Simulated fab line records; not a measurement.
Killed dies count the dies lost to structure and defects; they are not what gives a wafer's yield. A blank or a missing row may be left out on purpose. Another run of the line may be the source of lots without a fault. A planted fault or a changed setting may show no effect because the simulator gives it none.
Matching of chambers | flow n5 finfet | cvd co-01 running N5_BEOL_M1_CO_CAP_55: 3 sister chambers
The step material Co, precursor CCTBA/H2, target thk 2 nm, time 102.1 s. 36 wafers are shown with their chamber, then 12 later ones without.

EACH WAFER AND ITS CHAMBER
wafer  | chamber | heater power w (W)
L074.1 | 1       | 298
L074.5 | 1       | 297
L074.6 | 2       | 251
L075.3 | 1       | 296
L075.4 | 1       | 287
L075.6 | 2       | 259
L077.1 | 0       | 243
L077.4 | 2       | 263
L077.5 | 1       | 297
L078.1 | 0       | 237
L078.3 | 2       | 254
L078.5 | 1       | 304
L079.2 | 0       | 237
L079.3 | 2       | 259
L079.6 | 1       | 297
L080.3 | 2       | 259
L080.5 | 2       | 257
L080.6 | 1       | 297
L082.1 | 1       | 292
L082.4 | 0       | 237
L082.5 | 2       | 263
L085.1 | 0       | 237
L085.3 | 1       | 297
L085.6 | 2       | 257
L087.1 | 1       | 296
L087.2 | 2       | 260
L087.5 | 0       | 236
L089.2 | 2       | 254
L089.3 | 1       | 294
L089.5 | 1       | 300
L090.2 | 0       | 239
L090.5 | 0       | 239
L090.6 | 2       | 262
L093.3 | 1       | 295
L093.4 | 2       | 263
L093.6 | 1       | 301

SIGNATURES, as means of the wafers listed above
reading        | chamber 0 | chamber 1 | chamber 2 | scatter within a chamber
heater power w | 238.12    | 296.53    | 258.54    | 3.58
Rule: distance of a wafer from a chamber = root of the sum over the readings of ((wafer's reading minus chamber's mean) / reading's scatter) squared. The wafer belongs to the nearest chamber; if the next one is less than 2 further off, it can't be placed. How the scatter is found: for the shown wafers, subtract from each reading the mean of its chamber, square and add these, divide the total by (wafers less chambers), then take the root.

WAFERS WHOSE CHAMBER IS MISSING
wafer  | heater power w (W)
L094.3 | 239
L094.4 | 298
L094.5 | 240
L095.1 | 264
L095.4 | 304
L095.6 | 267
L096.2 | 241
L096.3 | 257
L096.4 | 260
L097.1 | 260
L097.3 | 240
L097.6 | 262

THE CHAMBER EACH PASSED THROUGH
wafer  | from the rows above | in truth
L094.3 | 0                   | 0
L094.4 | 1                   | 1
L094.5 | 0                   | 0
L095.1 | 2                   | 2
L095.4 | 1                   | 1
L095.6 | 2                   | 2
L096.2 | 0                   | 0
L096.3 | 2                   | 2
L096.4 | 2                   | 2
L097.1 | 2                   | 2
L097.3 | 0                   | 0
L097.6 | 2                   | 2
12 of 12 placed correctly. Number that these rows cannot place: 0. 0 placed wrongly.
